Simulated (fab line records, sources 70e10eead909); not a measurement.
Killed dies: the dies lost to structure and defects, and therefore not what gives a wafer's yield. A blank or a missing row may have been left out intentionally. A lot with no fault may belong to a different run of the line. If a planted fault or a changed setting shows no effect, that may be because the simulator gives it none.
fab line records | flow nand_harc
[record] lots = 10 | wafers = 30 | last_day = 24
route steps=1159 shown A_SGD_CUT@777 A_SLIT@794 END@1159
lots that met no fault: from a run of the same line without faults
start_h: the number of hours between the record's first day and the start of the first shown wafer of the lot | wait_h: hours from the lot's prior step to this one | " repeats the value in the row above | L1.1+2: one row covering several wafers at once | - no value present, or no start provided | * or withheld: withheld | < > ~ a bound
route shown NAME@n: names a module that has steps shown in the file, with the first one's number in the route | usual: mean and standard deviation over wafers with no fault | same: alike in all rows | chamber/n: place in a boat | sites: the reading at each site | _std_site: the values' standard deviation | _edge_site: inner sites' mean taken away from outer sites' mean | radius_mm: for every site, how far away it sits from the centre of the wafer | mask NAME#n: copy n | behind: tool/chamber where the wafer was last shaped | hold: reason for holding the lot/hours on hold/outcome of the hold | device: transistor that didn't switch, given as n, p or np | end of line: the same wafers' tests at the end of the route | where a step has no rows: the recipe by itself | killed: not the wafer's yield, but the dies lost to structure and defects at the first sort | map: dies across one wafer; x = killed, . = not, _ = none there
set.NAME: the setting as run; set.NAME@STEP: as run at that earlier step | model.NAME: the simulator's own value behind a step, which no gauge read
steps of the route over a sample of lots; a table a step, a row a wafer
services: the hour from which a tool's chamber was out of use, counted from the record's first day as start_h (under 0 if before that day), plus the number of hours and why
[[steps]]
[step NHARC_A_SGD_CUT_STRIP_28]
[recipe] time_s = 20 | o2_flow_sccm = 500 | ar_flow_sccm = 0 | bias_w = 0 | chemistry = O2
[usual] chamber_pressure_mTorr = 60.00/0.049 | drypump_motor_current_A = 5.56/0.22 | oes_product_au = 0.998/0.0097 | rf_vpp_V = 57.7/0.94 | showerhead_plenum_p_Torr = 3.53/0.16 | throttle_valve_pct = 17.037/0.0091
lot.wafer | tool        | chamber | start_h | wait_h | chamber_pressure_mTorr | drypump_motor_current_A | oes_product_au | rf_hours_counter_h | rf_vpp_V | showerhead_plenum_p_Torr | throttle_valve_pct
L919.4    | rie_diel-06 | 1       | -       | -      | 59.95                  | 5.85                    | 0.995          | 4                  | 59.0     | 3.78                     | 17.044
L919.1    | "           | 2       | "       | "      | 60.04                  | 5.38                    | 0.997          | 3                  | 57.9     | 3.48                     | 17.031
L919.2    | "           | 3       | "       | "      | 60.03                  | 5.37                    | 0.978          | 4                  | 58.6     | 3.71                     | 17.018
L922.2    | rie_diel-11 | 3       | 346.26  | 0.8    | 60.06                  | 5.91                    | 1.008          | 17                 | 55.6     | 3.44                     | 17.047
L922.4    | "           | 1       | "       | "      | 59.95                  | 5.52                    | 0.987          | -                  | 57.6     | 3.51                     | 17.028
L922.5    | "           | 2       | "       | "      | 59.99                  | 5.55                    | 0.991          | -                  | 57.3     | 3.38                     | 17.051
L930.2    | rie_diel-11 | 0       | -       | -      | 60.01                  | 5.38                    | 1.014          | 1                  | 56.7     | 3.35                     | 17.043
L930.3    | "           | 1       | "       | "      | 60.04                  | 5.50                    | 1.009          | 1                  | 56.7     | 3.51                     | 17.047
L930.4    | "           | 3       | "       | "      | 60.01                  | 5.90                    | 1.015          | 1                  | 59.0     | 3.43                     | 17.013
L929.4    | rie_diel-06 | 2       | -       | -      | 60.00                  | 5.37                    | 0.998          | 10                 | 59.7     | 3.48                     | 17.037
L929.3    | "           | 3       | "       | "      | 59.91                  | 5.37                    | 0.990          | 10                 | 58.6     | 3.71                     | 17.028
L929.1    | "           | 0       | "       | "      | 60.07                  | 5.18                    | 1.006          | 10                 | 57.4     | 3.63                     | 17.034
L936.2    | rie_diel-06 | 1       | -       | -      | 59.99                  | 5.85                    | 0.994          | 12                 | 57.0     | 3.77                     | 17.028
L936.4    | "           | 2       | "       | "      | 59.97                  | 5.36                    | 1.003          | 11                 | 58.0     | 3.48                     | 17.044
L936.5    | "           | 1       | "       | "      | 60.05                  | 5.85                    | 0.995          | -                  | 58.8     | 3.77                     | 17.045
L935.4    | rie_diel-09 | 1       | -       | -      | 59.95                  | 5.73                    | 1.011          | 13                 | 58.1     | 3.75                     | 17.046
L935.3    | "           | 2       | "       | "      | 60.05                  | 5.80                    | 0.999          | 13                 | 57.1     | 3.31                     | 17.020
L935.6    | "           | 0       | "       | "      | 60.00                  | 5.39                    | 0.991          | -                  | 58.1     | 3.57                     | 17.045
L937.2    | rie_diel-11 | 0       | -       | -      | 59.91                  | 5.41                    | 1.006          | 6                  | 57.0     | 3.35                     | 17.056
L937.3    | "           | 1       | "       | "      | 59.94                  | 5.49                    | 0.989          | 6                  | 57.7     | 3.51                     | 17.021
L937.5    | "           | 1       | "       | "      | 60.07                  | 5.50                    | 0.993          | -                  | 58.6     | 3.51                     | 17.035
L938.4    | rie_diel-11 | 1       | -       | -      | 59.96                  | 5.50                    | 1.000          | 9                  | 57.3     | 3.50                     | 17.024
L938.1    | "           | 2       | "       | "      | 59.94                  | 5.59                    | 0.980          | 7                  | 56.7     | 3.37                     | 17.048
L938.6    | "           | 2       | "       | "      | 60.03                  | 5.60                    | 0.981          | -                  | 57.0     | 3.37                     | 17.021
L940.4    | rie_diel-11 | 3       | -       | -      | 60.03                  | 5.90                    | 0.995          | 8                  | 56.6     | 3.43                     | 17.037
L940.1    | "           | 0       | "       | "      | 60.09                  | 5.40                    | 0.995          | 9                  | 57.0     | 3.35                     | 17.039
L940.6    | "           | 0       | "       | "      | 60.03                  | 5.39                    | 1.003          | -                  | 58.3     | 3.35                     | 17.026
L941.1    | rie_diel-09 | 1       | -       | -      | 60.06                  | 5.72                    | 1.002          | 1                  | 58.7     | 3.75                     | 17.016
L941.4    | "           | 2       | "       | "      | 59.99                  | 5.83                    | 0.992          | 1                  | 55.4     | 3.31                     | 17.036
L941.6    | "           | 1       | "       | "      | 59.93                  | 5.71                    | 1.001          | -                  | 58.8     | 3.75                     | 17.028
[step NHARC_A_SLIT_ETCH_24]
[recipe] target_depth_a = 1210 | time_s = 60.5 | cf4_flow_sccm = 100 | chf3_flow_sccm = 30 | ar_flow_sccm = 0 | rf_w = 500 | bias_w = 200 | chemistry = CF4/CHF3
[usual] chamber_pressure_mTorr = 24.999/0.022 | drypump_motor_current_A = 5.8/0.51 | oes_product_au = 0.961/0.021 | rf_vpp_V = 369.9/2.4 | showerhead_plenum_p_Torr = 1.55/0.066 | throttle_valve_pct = 16.803/0.0094
lot.wafer | tool        | chamber | start_h | wait_h | chamber_pressure_mTorr | drypump_motor_current_A | oes_product_au | rf_hours_counter_h | rf_vpp_V | showerhead_plenum_p_Torr | throttle_valve_pct
L919.2    | rie_diel-13 | 1       | 316.30  | 0.1    | 24.999                 | 6.0                     | 0.991          | 3                  | 370.6    | 1.59                     | 16.808
L919.4    | "           | 3       | "       | "      | 24.945                 | 5.0                     | 0.971          | 3                  | 368.6    | 1.53                     | 16.783
L919.1    | "           | 0       | "       | "      | 25.035                 | 6.6                     | 0.984          | 3                  | 367.7    | 1.48                     | 16.814
L922.2    | rie_diel-12 | 2       | 351.90  | 0.1    | 25.012                 | 6.6                     | 0.939          | 8                  | 373.0    | 1.65                     | 16.810
L922.4    | "           | 2       | "       | "      | 24.988                 | 6.6                     | 0.937          | -                  | 374.7    | 1.65                     | 16.803
L922.5    | "           | 0       | "       | "      | 25.031                 | 5.7                     | 0.939          | -                  | 368.0    | 1.51                     | 16.790
L930.3    | rie_diel-13 | 3       | 390.69  | 0.1    | 24.991                 | 5.0                     | 1.001          | 9                  | 368.5    | 1.53                     | 16.823
L930.2    | "           | 0       | "       | "      | 24.979                 | 6.7                     | 0.980          | 7                  | 366.3    | 1.48                     | 16.800
L930.4    | "           | 1       | "       | "      | 25.018                 | 6.0                     | 0.977          | 9                  | 371.0    | 1.59                     | 16.804
L929.1    | rie_diel-13 | 0       | 403.03  | 0.1    | 25.001                 | 6.7                     | 0.963          | 8                  | 368.9    | 1.48                     | 16.803
L929.4    | "           | 2       | "       | "      | 25.011                 | 5.9                     | 0.989          | 10                 | 367.6    | 1.47                     | 16.804
L929.3    | "           | 3       | "       | "      | 24.955                 | 5.0                     | 0.994          | 10                 | 370.0    | 1.53                     | 16.809
L936.4    | rie_diel-04 | 3       | 419.70  | 0.1    | 25.025                 | 6.0                     | 0.982          | 10                 | 371.7    | 1.58                     | 16.797
L936.2    | "           | 1       | "       | "      | 25.013                 | 5.3                     | 0.966          | 9                  | 371.8    | 1.60                     | 16.803
L936.5    | "           | 2       | "       | "      | 25.006                 | 4.7                     | 0.965          | -                  | 370.2    | 1.53                     | 16.804
L935.3    | rie_diel-04 | 1       | 421.69  | 0.1    | 25.009                 | 5.3                     | 0.945          | 9                  | 371.6    | 1.60                     | 16.806
L935.4    | "           | 2       | "       | "      | 24.982                 | 4.8                     | 0.951          | 9                  | 367.5    | 1.53                     | 16.815
L935.6    | "           | 1       | "       | "      | 24.977                 | 5.4                     | 0.957          | -                  | 370.7    | 1.59                     | 16.810
L937.3    | rie_diel-12 | 0       | 427.20  | 0.1    | 25.023                 | 5.7                     | 0.993          | 2                  | 367.4    | 1.51                     | 16.796
L937.2    | "           | 3       | "       | "      | 24.980                 | 6.2                     | 0.989          | 2                  | 373.6    | 1.68                     | 16.808
L937.5    | "           | 1       | "       | "      | 24.963                 | 5.7                     | 0.959          | -                  | 366.3    | 1.47                     | 16.791
L938.1    | rie_diel-12 | 0       | 443.63  | 0.1    | 24.992                 | 5.7                     | 0.952          | 3                  | 366.6    | 1.51                     | 16.815
L938.4    | "           | 1       | "       | "      | 24.983                 | 5.8                     | 0.979          | 4                  | 367.4    | 1.47                     | 16.795
L938.6    | "           | 2       | "       | "      | 25.013                 | 6.7                     | 0.987          | -                  | 373.4    | 1.64                     | 16.807
L940.4    | rie_diel-04 | 0       | 454.68  | 0.1    | 24.994                 | 5.8                     | 0.976          | 11                 | 370.8    | 1.56                     | 16.804
L940.1    | "           | 2       | "       | "      | 24.997                 | 4.8                     | 0.965          | 12                 | 370.8    | 1.53                     | 16.798
L940.6    | "           | 0       | "       | "      | 24.985                 | 5.8                     | 0.965          | -                  | 369.3    | 1.56                     | 16.812
L941.1    | rie_diel-12 | 0       | 455.24  | 0.1    | 25.002                 | 5.6                     | 0.973          | 4                  | 368.6    | 1.51                     | 16.809
L941.4    | "           | 1       | "       | "      | 24.979                 | 5.7                     | 0.979          | 5                  | 366.9    | 1.47                     | 16.810
L941.6    | "           | 0       | "       | "      | 24.967                 | 5.7                     | 0.975          | -                  | 368.1    | 1.50                     | 16.798
[step NHARC_A_SLIT_ETCH_15]
[recipe] target_depth_a = 32000 | over_etch_frac = 0.3 | time_s = 832 | ion_energy_ev = 150 | o2_flow_sccm = 400 | cos_flow_sccm = 20 | ar_flow_sccm = 0 | rf_w = 500 | bias_w = 300 | chemistry = O2/COS
[usual] chamber_pressure_mTorr = 20.001/0.019 | drypump_motor_current_A = 5.9/0.55 | oes_product_au = 1.003/0.0086 | rf_vpp_V = 313.7/2 | showerhead_plenum_p_Torr = 3.09/0.13 | throttle_valve_pct = 28.330/0.0096
lot.wafer | tool        | chamber | start_h | wait_h | chamber_pressure_mTorr | drypump_motor_current_A | oes_product_au | rf_hours_counter_h | rf_vpp_V | showerhead_plenum_p_Torr | throttle_valve_pct
L919.1    | rie_diel-13 | 2       | 316.39  | -      | 20.003                 | 6.0                     | 0.997          | 3                  | 310.7    | 2.93                     | 28.327
L919.4    | "           | 3       | "       | "      | 19.996                 | 5.0                     | 1.018          | 3                  | 312.8    | 3.04                     | 28.343
L919.2    | "           | 1       | "       | "      | 20.014                 | 6.0                     | 1.010          | 3                  | 314.1    | 3.16                     | 28.327
L922.2    | rie_diel-12 | 2       | 352.25  | -      | 20.004                 | 6.7                     | 0.989          | 9                  | 314.1    | 3.26                     | 28.312
L922.4    | "           | 0       | "       | "      | 20.021                 | 5.7                     | 1.000          | -                  | 312.4    | 2.99                     | 28.325
L922.5    | "           | 2       | "       | "      | 19.978                 | 6.7                     | 1.005          | -                  | 316.2    | 3.26                     | 28.336
L930.4    | rie_diel-13 | 0       | 390.83  | -      | 20.040                 | 6.7                     | 0.828          | 7                  | 310.3    | 2.94                     | 28.338
L930.2    | "           | 1       | "       | "      | 20.004                 | 6.0                     | 1.003          | 9                  | 313.7    | 3.16                     | 28.334
L930.3    | "           | 2       | "       | "      | 20.015                 | 5.9                     | 1.007          | 9                  | 311.4    | 2.92                     | 28.325
L929.4    | rie_diel-13 | 0       | 403.12  | -      | 19.988                 | 6.7                     | 0.829          | 8                  | 310.7    | 2.94                     | 28.322
L929.3    | "           | 2       | "       | "      | 19.991                 | 5.9                     | 1.001          | 10                 | 313.1    | 2.92                     | 28.332
L929.1    | "           | 3       | "       | "      | 20.005                 | 5.0                     | 1.005          | 10                 | 313.4    | 3.03                     | 28.322
L936.2    | rie_diel-04 | 1       | 419.84  | -      | 20.000                 | 5.4                     | 1.012          | 9                  | 313.5    | 3.16                     | 28.326
L936.4    | "           | 2       | "       | "      | 19.986                 | 4.8                     | 1.009          | 9                  | 313.6    | 3.03                     | 28.330
L936.5    | "           | 1       | "       | "      | 20.007                 | 5.4                     | 1.007          | -                  | 314.6    | 3.16                     | 28.326
L935.4    | rie_diel-04 | 3       | 421.78  | -      | 19.964                 | 6.0                     | 1.003          | 11                 | 314.4    | 3.13                     | 28.315
L935.3    | "           | 1       | "       | "      | 19.995                 | 5.4                     | 1.003          | 10                 | 314.3    | 3.16                     | 28.352
L935.6    | "           | 3       | "       | "      | 20.003                 | 6.0                     | 0.998          | -                  | 314.9    | 3.13                     | 28.329
L937.3    | rie_diel-12 | 0       | 427.40  | -      | 19.974                 | 5.7                     | 1.008          | 2                  | 313.6    | 2.99                     | 28.342
L937.2    | "           | 1       | "       | "      | 20.022                 | 5.8                     | 0.993          | 3                  | 309.9    | 2.92                     | 28.325
L937.5    | "           | 2       | "       | "      | 19.988                 | 6.7                     | 1.008          | -                  | 316.2    | 3.26                     | 28.326
L938.1    | rie_diel-12 | 2       | 443.76  | -      | 20.032                 | 6.6                     | 1.013          | 4                  | 315.4    | 3.26                     | 28.330
L938.4    | "           | 3       | "       | "      | 20.008                 | 6.2                     | 1.000          | 4                  | 316.8    | 3.33                     | 28.330
L938.6    | "           | 1       | "       | "      | 20.030                 | 5.8                     | 1.007          | -                  | 310.8    | 2.92                     | 28.318
L940.4    | rie_diel-04 | 0       | 454.83  | -      | 19.975                 | 5.8                     | 0.985          | 11                 | 314.3    | 3.10                     | 28.336
L940.1    | "           | 2       | "       | "      | 20.011                 | 4.8                     | 1.001          | 12                 | 312.6    | 3.03                     | 28.324
L940.6    | "           | 3       | "       | "      | 20.019                 | 6.0                     | 0.988          | -                  | 314.8    | 3.12                     | 28.342
L941.4    | rie_diel-12 | 2       | 455.33  | -      | 20.024                 | 6.7                     | 1.022          | 5                  | 317.1    | 3.26                     | 28.337
L941.1    | "           | 0       | "       | "      | 20.018                 | 5.6                     | 1.006          | 4                  | 312.6    | 2.99                     | 28.338
L941.6    | "           | 3       | "       | "      | 19.967                 | 6.2                     | 1.009          | -                  | 316.7    | 3.33                     | 28.331
[step NHARC_A_SLIT_ETCH_29]
[recipe] target_depth_a = 1000 | overetch_a = 100 | time_s = 55 | ion_energy_ev = 100 | cf4_flow_sccm = 80 | o2_flow_sccm = 20 | ar_flow_sccm = 0 | rf_w = 300 | bias_w = 100 | chemistry = CF4/O2
[usual] chamber_pressure_mTorr = 30.002/0.028 | drypump_motor_current_A = 5.8/0.51 | oes_product_au = 1.002/0.0082 | rf_vpp_V = 197.6/1.3 | showerhead_plenum_p_Torr = 1.33/0.055 | throttle_valve_pct = 13.397/0.0087
lot.wafer | tool        | chamber | start_h | wait_h | chamber_pressure_mTorr | drypump_motor_current_A | oes_product_au | rf_hours_counter_h | rf_vpp_V | showerhead_plenum_p_Torr | throttle_valve_pct
L919.1    | rie_diel-13 | 2       | 327.27  | 0.1    | 30.019                 | 5.9                     | 1.011          | 4                  | 195.5    | 1.25                     | 13.401
L919.2    | "           | 1       | "       | "      | 29.982                 | 5.9                     | 1.008          | 3                  | 198.3    | 1.35                     | 13.391
L919.4    | "           | 3       | "       | "      | 29.984                 | 5.0                     | 1.010          | -                  | 196.9    | 1.30                     | 13.390
L922.4    | rie_diel-04 | 3       | 358.61  | 0.1    | 29.996                 | 6.0                     | 1.005          | 6                  | 198.3    | 1.34                     | 13.399
L922.2    | "           | 0       | "       | "      | 30.034                 | 5.8                     | 1.003          | 4                  | 197.7    | 1.33                     | 13.398
L922.5    | "           | 2       | "       | "      | 30.035                 | 4.8                     | 1.006          | -                  | 197.2    | 1.29                     | 13.387
L930.3    | rie_diel-12 | 1       | 393.47  | 0.1    | 30.028                 | 5.8                     | 0.999          | 0                  | 196.2    | 1.24                     | 13.403
L930.2    | "           | 3       | "       | "      | 30.005                 | 6.1                     | 0.995          | 0                  | 199.1    | 1.43                     | 13.397
L930.4    | "           | 3       | "       | "      | 30.016                 | 6.2                     | 1.010          | -                  | 201.3    | 1.43                     | 13.400
L929.4    | rie_diel-12 | 3       | 406.54  | 0.1    | 30.003                 | 6.1                     | 0.994          | 1                  | 200.0    | 1.43                     | 13.398
L929.3    | "           | 0       | "       | "      | 29.957                 | 5.6                     | 1.000          | 0                  | 198.0    | 1.28                     | 13.394
L929.1    | "           | 2       | "       | "      | 29.998                 | 6.6                     | 1.010          | 1                  | 199.1    | 1.40                     | 13.418
L936.2    | rie_diel-12 | 0       | 422.48  | 0.1    | 29.994                 | 5.7                     | 1.000          | 1                  | 196.4    | 1.28                     | 13.404
L936.4    | "           | 1       | "       | "      | 30.007                 | 5.8                     | 1.003          | 2                  | 196.9    | 1.24                     | 13.383
L936.5    | "           | 0       | "       | "      | 29.989                 | 5.7                     | 0.990          | -                  | 195.7    | 1.28                     | 13.397
L935.4    | rie_diel-04 | 3       | 425.23  | 0.1    | 30.053                 | 6.0                     | 1.001          | 11                 | 196.8    | 1.34                     | 13.403
L935.3    | "           | 1       | "       | "      | 30.026                 | 5.3                     | 0.999          | 10                 | 198.6    | 1.35                     | 13.410
L935.6    | "           | 0       | "       | "      | 30.035                 | 5.8                     | 0.997          | -                  | 196.9    | 1.33                     | 13.403
L937.3    | rie_diel-04 | 1       | 429.98  | 0.1    | 30.048                 | 5.3                     | 0.993          | 10                 | 198.5    | 1.35                     | 13.400
L937.2    | "           | 2       | "       | "      | 30.038                 | 4.8                     | 0.986          | 10                 | 197.0    | 1.29                     | 13.385
L937.5    | "           | 3       | "       | "      | 29.998                 | 6.0                     | 0.984          | -                  | 198.1    | 1.34                     | 13.396
L938.1    | rie_diel-12 | 2       | 449.64  | 0.1    | 29.997                 | 6.6                     | 1.003          | 4                  | 197.2    | 1.40                     | 13.392
L938.4    | "           | 3       | "       | "      | 30.019                 | 6.1                     | 1.005          | 4                  | 199.2    | 1.42                     | 13.403
L938.6    | "           | 3       | "       | "      | 30.019                 | 6.1                     | 0.998          | -                  | 200.5    | 1.43                     | 13.386
L940.1    | rie_diel-04 | 3       | 457.46  | 0.1    | 30.033                 | 6.0                     | 0.997          | 13                 | 196.3    | 1.34                     | 13.391
L940.4    | "           | 0       | "       | "      | 30.013                 | 5.8                     | 1.002          | 12                 | 196.7    | 1.33                     | 13.386
L940.6    | "           | 2       | "       | "      | 30.021                 | 4.8                     | 1.002          | -                  | 196.6    | 1.29                     | 13.402
L941.1    | rie_diel-12 | 3       | 459.14  | 0.1    | 29.984                 | 6.1                     | 1.006          | 5                  | 200.1    | 1.42                     | 13.390
L941.4    | "           | 1       | "       | "      | 30.005                 | 5.8                     | 1.008          | 5                  | 197.0    | 1.24                     | 13.400
L941.6    | "           | 2       | "       | "      | 30.023                 | 6.7                     | 1.017          | -                  | 198.5    | 1.40                     | 13.396
[step NHARC_END_SORT_01]
[recipe] temp_c = 25
[usual] killed_at_array = 28/11 | killed_at_other = 0.6/0.85 | killed_at_periphery = 2.8/2.3 | killed_dies = 31/11 | killed_open = 3.1/1.6 | killed_short = 2.0/1.4
[same] gross_dies = 677
lot.wafer | tool      | chamber | start_h | wait_h | killed_at_array | killed_at_other | killed_at_periphery | killed_dies | killed_open | killed_short
L930.2    | prober-01 | 0       | 507.29  | 2.8    | 40              | 1               | 3                   | 44          | 4           | 6
L930.3    | prober-01 | 0       | 508.09  | 3.1    | 27              | 0               | 2                   | 29          | 4           | 0
L930.4    | prober-01 | 0       | 508.89  | 3.4    | 675             | 1               | 1                   | 677         | 3           | 1
L929.1    | prober-02 | 0       | 515.55  | 2.5    | 24              | 0               | 3                   | 27          | 1           | 2
L929.3    | prober-02 | 0       | 517.13  | 3.1    | 43              | 0               | 1                   | 44          | 4           | 6
L929.4    | prober-02 | 0       | 517.92  | 3.4    | 676             | 0               | 1                   | 677         | 3           | 2
L935.3    | prober-02 | 0       | 553.13  | 3.1    | 12              | 0               | 5                   | 17          | 3           | 2
L935.4    | prober-02 | 0       | 553.92  | 3.4    | 13              | 0               | 4                   | 17          | 4           | 3
L935.6    | prober-02 | 0       | 555.52  | 4.0    | 11              | 0               | 6                   | 17          | 7           | 1
// killed by level:class
L930.2 A_CHANNEL_HOLE_D1:chamber_film_flake=21 A_STAIRCASE:chamber_film_flake=6 A_WL_FILL:chamber_film_flake=3 A_CONTACT:geometric_particle:short=2 A_M0:geometric_particle:open=2 A_CONTACT:chamber_film_flake=2 P_CONTACT:geometric_particle:short=1 P_M0:geometric_particle:open=1
L930.3 A_CHANNEL_HOLE_D1:chamber_film_flake=17 A_STAIRCASE:chamber_film_flake=7 P_CONTACT:geometric_particle:open=2 A_SOURCE_PLATE:geometric_particle:open=1 A_CONTACT:geometric_particle:open=1 A_SLIT:chamber_film_flake=1
L930.4 A_SLIT:area_etch=658 A_CHANNEL_HOLE_D1:chamber_film_flake=10 A_M0:geometric_particle:open=2 A_CONTACT:chamber_film_flake=2 P_M0:geometric_particle:open=1 STARTING-WAFER:geometric_particle:short=1 A_ZERO_WELL:chamber_film_flake=1 A_SGD_CUT:chamber_film_flake=1
L929.1 A_SLIT:chamber_film_flake=8 A_STAIRCASE:chamber_film_flake=7 A_CONTACT:chamber_film_flake=3 A_CHANNEL_HOLE_D1:chamber_film_flake=2 A_M1:chamber_film_flake=2 P_CONTACT:geometric_particle:open=1 A_WL_FILL:geometric_particle:short=1 A_M0:geometric_particle:short=1
L929.3 A_SLIT:chamber_film_flake=17 A_STAIRCASE:chamber_film_flake=7 A_CHANNEL_HOLE_D1:chamber_film_flake=5 A_CONTACT:chamber_film_flake=3 A_CHANNEL_FILL_D1:geometric_particle:open=2 A_CHANNEL_FILL_D1:geometric_particle:short=2 A_ONON_D1:geometric_particle:short=1 A_SGD_CUT:geometric_particle:open=1
L929.4 A_SLIT:area_etch=643 A_SLIT:chamber_film_flake=13 A_STAIRCASE:chamber_film_flake=8 A_CHANNEL_HOLE_D1:chamber_film_flake=5 A_CHANNEL_FILL_D1:geometric_particle:short=2 A_CONTACT:chamber_film_flake=2 A_ONON_D1:geometric_particle:open=1 A_CONTACT:geometric_particle:open=1
L935.3 A_CONTACT:chamber_film_flake=4 A_ONON_D1:geometric_particle:open=2 P_BONDPAD:chamber_film_flake=2 A_CHANNEL_HOLE_D1:chamber_film_flake=2 P_M0:geometric_particle:open=1 A_CONTACT:geometric_particle:short=1 A_M1:geometric_particle:short=1 P_STI:chamber_film_flake=1
L935.4 A_CHANNEL_HOLE_D1:chamber_film_flake=6 A_WL_FILL:geometric_particle:short=2 A_CONTACT:chamber_film_flake=2 P_CONTACT:geometric_particle:open=1 P_M0:geometric_particle:open=1 A_CONTACT:geometric_particle:open=1 A_CONTACT:geometric_particle:short=1 A_M0:geometric_particle:open=1
L935.6 A_CHANNEL_HOLE_D1:chamber_film_flake=4 P_STI:chamber_film_flake=3 P_M0:geometric_particle:open=2 P_BONDPAD:geometric_particle:open=1 A_ONON_D1:geometric_particle:short=1 A_ONON_D1:geometric_particle:open=1 A_SGD_CUT:geometric_particle:open=1 A_WL_FILL:geometric_particle:open=1
[[services]]
tool        | chamber | start_h | hours | kind
rie_diel-04 | -       | 288.90  | 9.0   | pm
rie_diel-11 | 1       | 307.55  | 3.0   | repair
rie_diel-04 | 0       | 309.33  | 5.9   | repair
rie_diel-12 | 2       | 313.77  | 2.6   | repair
rie_diel-04 | 0       | 317.97  | 5.6   | repair
rie_diel-13 | 0       | 322.65  | 13.7  | repair
rie_diel-04 | 0       | 332.54  | 3.7   | repair
rie_diel-12 | 1       | 334.53  | 19.0  | repair
rie_diel-06 | 0       | 338.80  | 14.1  | repair
rie_diel-11 | 0       | 340.44  | 14.4  | repair
rie_diel-09 | 0       | 344.56  | 1.3   | repair
rie_diel-13 | 0       | 354.34  | 9.4   | repair
rie_diel-11 | -       | 366.98  | 9.0   | pm
rie_diel-12 | 0       | 372.53  | 5.7   | repair
rie_diel-04 | 2       | 378.15  | 10.6  | repair
rie_diel-12 | -       | 379.40  | 9.0   | pm
rie_diel-12 | 0       | 389.24  | 11.2  | repair
rie_diel-11 | 2       | 391.38  | 7.8   | repair
rie_diel-12 | 2       | 413.79  | 5.4   | repair
rie_diel-06 | -       | 418.20  | 9.0   | pm
rie_diel-09 | 2       | 425.96  | 4.0   | repair
rie_diel-06 | 0       | 432.96  | 1.4   | repair
rie_diel-06 | 1       | 448.11  | 5.5   | repair
rie_diel-13 | -       | 453.00  | 9.0   | pm
[[key]]
[first_sign] step = NHARC_A_SLIT_ETCH_15 | reading = oes_product_au | direction = down | sigmas = 20 | usual = 1.003 | struck = 0.828
[effect] step = NHARC_END_SORT_01 | reading = killed_at_array | direction = up | sigmas = 57 | usual = 28 | struck = 676
[more_kills_born_at] NHARC_A_SLIT_ETCH_15@rie_diel-13 = 1301
met_at NHARC_A_SLIT_ETCH_15
struck_lots L929,L930
struck_wafers L929.4,L930.4
later_rows_left_out L929.4,L930.4
tester_left_out L929,L930
not_acting_at NHARC_A_SGD_CUT_STRIP_28,NHARC_A_SLIT_ETCH_24,NHARC_A_SLIT_ETCH_29
[fault] kind = process_parameter_drift | tool = rie_diel-13 | chamber = 0 | onset_h = 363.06 | steps = NHARC_A_SLIT_ETCH_15 | channel = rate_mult | offset = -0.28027 | shape = step | end_h = 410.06
// tester_left_out: of these lots the tester's yield and bins aren't shown, on N5 and GAA mostly nor the transistor test; their killed dies are dies lost to structure and defects alone, not to doping, threshold or leakage, so they don't give the yield
// later_rows_left_out: the simulator's readings of these wafers behind a module that went badly wrong aren't trusted and aren't shown, but for the sort
